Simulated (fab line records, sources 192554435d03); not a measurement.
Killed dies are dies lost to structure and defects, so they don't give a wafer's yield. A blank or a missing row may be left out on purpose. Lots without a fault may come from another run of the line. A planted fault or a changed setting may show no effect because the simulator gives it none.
Which tool did it? | flow n5_finfet | 9 lots, 27 wafers sampled, at 5 steps of a route of 1938

WHAT THE GAUGES READ, wafer by wafer
N5_BEOL_M4_RC_MEAS_101. Usual: DIBL_N 36.4 mV/V, standard deviation 1.6; DIBL_P 36.2 mV/V, standard deviation 1.8; IOFF_N 0.159 nA/um, standard deviation 0.029; IOFF_P 0.21 nA/um, standard deviation 0.034; ION_N 670 uA/um, standard deviation 12; ION_P 459 uA/um, standard deviation 8.2; SS_N 71.5 mV/dec, standard deviation 0.59; SS_P 73.2 mV/dec, standard deviation 0.54; VT_N 250 mV, standard deviation 3.3; VT_P -250 mV, standard deviation 3.7.
lot  | measured     | on        | DIBL_N (mV/V)  | DIBL_P (mV/V)  | IOFF_N (nA/um)    | IOFF_P (nA/um) | ION_N (uA/um) | ION_P (uA/um) | SS_N (mV/dec)  | SS_P (mV/dec)  | VT_N (mV)   | VT_P (mV)      | flag
L460 | day 11 03:57 | prober-01 | 35.2 35.8 37.1 | 33.9 34.4 36.6 | 0.121 0.130 0.148 | 0.16 0.16 0.19 | 656 657 664   | 441 441 452   | 71.2 71.6 71.6 | 73.0 72.5 73.4 | 254 257 252 | -259 -258 -256 |
L467 | day 11 18:23 | prober-02 | 35.5 35.2 36.1 | 35.8 35.1 32.9 | 0.130 0.126 0.127 | 0.20 0.18 0.15 | 656 668 643   | 452 461 445   | 71.0 70.8 72.0 | 73.0 72.8 72.8 | 253 254 256 | -251 -252 -255 |
L464 | day 11 20:03 | prober-01 | 36.5 34.5 36.1 | 36.5 33.8 36.9 | 0.153 0.119 0.135 | 0.20 0.16 0.20 | 663 657 658   | 457 449 459   | 71.3 70.7 70.6 | 73.3 72.7 73.9 | 250 256 253 | -253 -254 -252 |
L465 | day 12 08:26 | prober-01 | 36.2 36.7 35.9 | 35.0 34.4 33.1 | 0.141 0.149 0.131 | 0.21 0.19 0.19 | 664 656 669   | 462 459 460   | 71.5 71.7 70.6 | 73.0 72.9 72.8 | 252 253 250 | -249 -251 -251 |
L472 | day 13 05:46 | prober-02 | 39.8 34.7 37.9 | 38.1 34.4 36.6 | 0.211 0.128 0.181 | 0.25 0.20 0.24 | 673 667 677   | 456 459 458   | 72.7 70.1 72.7 | 74.5 72.9 73.4 | 243 251 246 | -251 -249 -248 |
L473 | day 13 16:05 | prober-02 | 39.1 38.5 39.0 | 37.3 36.3 38.0 | 0.199 0.188 0.196 | 0.22 0.21 0.25 | 683 695 679   | 460 470 462   | 71.9 71.4 71.4 | 73.5 73.1 73.4 | 247 245 245 | -250 -250 -246 |
L474 | day 13 23:15 | prober-02 | 35.5 38.6 36.9 | 34.9 39.7 37.1 | 0.113 0.190 0.152 | 0.14 0.20 0.16 | 649 673 675   | 443 453 455   | 71.2 72.2 71.9 | 72.3 73.7 72.9 | 257 250 251 | -262 -253 -258 |
L475 | day 14 19:29 | prober-01 | 36.1 37.3 33.1 | 37.1 39.1 34.9 | 0.157 0.196 0.117 | 0.22 0.26 0.19 | 657 689 652   | 458 472 460   | 71.7 71.7 70.8 | 73.4 73.6 72.5 | 253 247 253 | -250 -248 -250 |
L476 | day 14 23:20 | prober-02 | 37.0 32.8 32.9 | 37.7 33.8 34.5 | 0.179 0.114 0.119 | 0.27 0.20 0.23 | 671 657 660   | 468 466 464   | 72.1 70.8 70.8 | 73.9 72.3 73.0 | 248 255 249 | -245 -246 -247 |

N5_BEOL_M9_CD_MEAS_18: pitch 140 nm, target cd 70 nm. Usual: cd_nm 69.9 nm, standard deviation 0.74.
lot  | measured     | on        | cd_nm (nm)     | flag
L460 | day 12 21:19 | cd_sem-02 | 70.2 71.0 69.1 |
L467 | day 13 11:26 | cd_sem-03 | 70.9 70.6 70.8 |
L464 | day 13 16:44 | cd_sem-02 | 69.7 70.2 70.1 |
L465 | day 14 00:37 | cd_sem-03 | 69.6 70.8 69.4 |
L472 | day 15 05:26 | cd_sem-02 | 69.8 70.0 70.5 |
L473 | day 15 09:40 | cd_sem-03 | 70.9 69.8 70.0 |
L474 | day 15 19:40 | cd_sem-01 | 69.6 68.3 69.4 |
L475 | day 16 12:20 | cd_sem-02 | 69.4 69.4 68.5 |
L476 | day 16 18:13 | cd_sem-02 | 70.6 70.7 70.8 |

N5_BEOL_M9_CD_MEAS_35: target cd 70 nm, target cd y 40 nm. Usual: cd_nm 69.9 nm, standard deviation 0.74.
lot  | measured     | on        | cd_nm (nm)     | flag
L460 | day 12 23:55 | cd_sem-02 | 69.8 71.0 69.2 |
L467 | day 13 12:34 | cd_sem-01 | 70.9 70.8 70.6 |
L464 | day 13 18:11 | cd_sem-02 | 69.4 69.9 70.0 |
L465 | day 14 05:11 | cd_sem-02 | 69.9 71.2 69.6 |
L472 | day 15 08:23 | cd_sem-02 | 69.6 70.0 70.3 |
L473 | day 15 13:19 | cd_sem-02 | 70.8 69.4 69.5 |
L474 | day 15 21:56 | cd_sem-01 | 69.6 68.5 69.6 |
L475 | day 16 13:25 | cd_sem-01 | 69.4 69.4 69.1 |
L476 | day 16 20:43 | cd_sem-01 | 71.3 70.5 70.8 |

WHICH TOOL RAN EACH LOT (tool, then ch and the chambers of the sampled wafers, then the start)
lot  | N5_BEOL_M9_ETCH_76                 | N5_BEOL_M9_VIA_ETCH_34
L460 | rie_diel-04 ch 0,1,3, day 12 23:20 | rie_diel-04 ch 0,1,3, day 12 23:29
L467 | rie_diel-02 ch 0,1, day 13 11:59   | rie_diel-02 ch 0,1, day 13 12:08
L464 | rie_diel-05 ch 0,1,2, day 13 17:37 | rie_diel-05 ch 0,1,2, day 13 17:45
L465 | rie_diel-02 ch 2,3, day 14 04:37   | rie_diel-02 ch 2,3, day 14 04:46
L472 | rie_diel-02 ch 0,1,3, day 15 07:49 | rie_diel-02 ch 0,1,3, day 15 07:58
L473 | rie_diel-05 ch 0,2,3, day 15 12:44 | rie_diel-05 ch 0,2,3, day 15 12:53
L474 | rie_diel-05 ch 2,3, day 15 21:22   | rie_diel-05 ch 2,3, day 15 21:30
L475 | rie_diel-02 ch 1,2, day 16 12:50   | rie_diel-02 ch 1,2, day 16 12:59
L476 | rie_diel-05 ch 0,1,3, day 16 20:08 | rie_diel-05 ch 0,1,3, day 16 20:17
- N5_BEOL_M9_ETCH_76: etches underlayer in N2/H2, target depth 6.5 nm, time 5.2 s.
- N5_BEOL_M9_VIA_ETCH_34: etches SiCOH lowk in C4F6/O2, target depth 182.4 nm, time 68.4 s.

WHAT THE TOOLS THEMSELVES READ (means of the sampled wafers that have a number; where no wafer has one, the mark that the record gives instead)
N5_BEOL_M9_ETCH_76. Usual: bias_w 150.0 W, standard deviation 0.44; chamber_pressure_mTorr 30.00 mTorr, standard deviation 0.039; drypump_motor_current_A 5.7 A, standard deviation 0.43; etch_rf_on_time_s 5.18 s, standard deviation 0.12; oes_product_au 0.69 a.u., standard deviation 0.071; rf_vpp_V 525 V, standard deviation 3.3; showerhead_plenum_p_Torr 2.57 Torr, standard deviation 0.11; throttle_valve_pct 18.01 %, standard deviation 0.21.
lot  | tool        | bias_w (W) | chamber_pressure_mTorr (mTorr) | drypump_motor_current_A (A) | etch_rf_on_time_s (s) | oes_product_au (a.u.) | rf_vpp_V (V) | showerhead_plenum_p_Torr (Torr) | throttle_valve_pct (%) | flag
L460 | rie_diel-04 | 149.3      | 29.98                          | 5.4                         | 5.12                  | 0.75                  | 524          | 2.55                            | 17.85                  |
L467 | rie_diel-02 | 150.0      | 29.97                          | 5.5                         | 5.16                  | 0.64                  | 523          | 2.51                            | 18.11                  |
L464 | rie_diel-05 | 149.4      | 29.96                          | 5.7                         | 5.26                  | 0.68                  | 523          | 2.57                            | 18.07                  |
L465 | rie_diel-02 | 149.7      | 30.00                          | 5.8                         | 5.08                  | 0.72                  | 525          | 2.56                            | 18.05                  |
L472 | rie_diel-02 | 149.6      | 30.00                          | 5.5                         | 5.06                  | 0.68                  | 522          | 2.49                            | 18.10                  |
L473 | rie_diel-05 | 149.9      | 29.99                          | 5.6                         | 5.21                  | 0.71                  | 526          | 2.62                            | 17.91                  |
L474 | rie_diel-05 | 149.5      | 30.02                          | 5.8                         | 5.20                  | 0.66                  | 525          | 2.60                            | 17.89                  |
L475 | rie_diel-02 | 150.1      | 30.00                          | 5.6                         | 5.13                  | 0.69                  | 526          | 2.61                            | 17.97                  |
L476 | rie_diel-05 | 149.5      | 29.99                          | 5.9                         | 5.25                  | 0.67                  | 525          | 2.64                            | 18.05                  |

N5_BEOL_M9_VIA_ETCH_34. Usual: C4F6_flow_sccm 9.996 sccm, standard deviation 0.029; O2_flow_sccm 9.999 sccm, standard deviation 0.03; drypump_motor_current_A 5.7 A, standard deviation 0.43; oes_product_au 0.81 a.u., standard deviation 0.082; rf_vpp_V 671 V, standard deviation 11; showerhead_plenum_p_Torr 2.87 Torr, standard deviation 0.11; throttle_valve_pct 20.98 %, standard deviation 0.21.
lot  | tool        | C4F6_flow_sccm (sccm) | O2_flow_sccm (sccm) | drypump_motor_current_A (A) | oes_product_au (a.u.) | rf_vpp_V (V) | showerhead_plenum_p_Torr (Torr) | throttle_valve_pct (%) | flag
L460 | rie_diel-04 | 10.005                | 10.008              | 5.4                         | 0.87                  | 664          | 2.86                            | 20.95                  |
L467 | rie_diel-02 | -                     | -                   | -                           | -                     | -            | -                               | -                      | OFF
L464 | rie_diel-05 | -                     | -                   | -                           | -                     | -            | -                               | -                      | OFF
L465 | rie_diel-02 | -                     | -                   | -                           | -                     | -            | -                               | -                      | OFF
L472 | rie_diel-02 | 9.994                 | 9.981               | 5.5                         | 0.79                  | 671          | 2.79                            | 21.11                  |
L473 | rie_diel-05 | 9.999                 | 10.020              | 5.6                         | 0.83                  | 673          | 2.91                            | 20.85                  |
L474 | rie_diel-05 | 9.999                 | 10.027              | 5.8                         | 0.79                  | 663          | 2.90                            | 20.90                  |
L475 | rie_diel-02 | 9.992                 | 10.000              | 5.6                         | 0.82                  | 676          | 2.90                            | 20.89                  |
L476 | rie_diel-05 | 10.020                | 9.986               | 5.9                         | 0.79                  | 676          | 2.92                            | 20.90                  |

THE ANSWER, worked out from the rows above alone
Rule: a lot is off if the mean of its wafers that have a number lies more than 3 standard deviations from the usual mean. A lot without any number at a reading at which 4 lots or more have one is off too. The other lots that the step has rows for count as sound. The gauges are gone through in route order, then the tools' own readings, and for those a lot's mean is taken as printed above. The first step at which some lot is off is used, and at that step the reading that is off furthest; a lot without a number counts as furthest.
Off: L467, L464, L465, at N5_BEOL_M9_VIA_ETCH_34 (C4F6_flow_sccm). Without a number there: L467, L464, L465.
A tool fits if, at that step or a process step before it, it ran every lot that is off, and no sound lot after the first of them. None of those tried fits.

WHAT THE SIMULATOR HAD PUT IN
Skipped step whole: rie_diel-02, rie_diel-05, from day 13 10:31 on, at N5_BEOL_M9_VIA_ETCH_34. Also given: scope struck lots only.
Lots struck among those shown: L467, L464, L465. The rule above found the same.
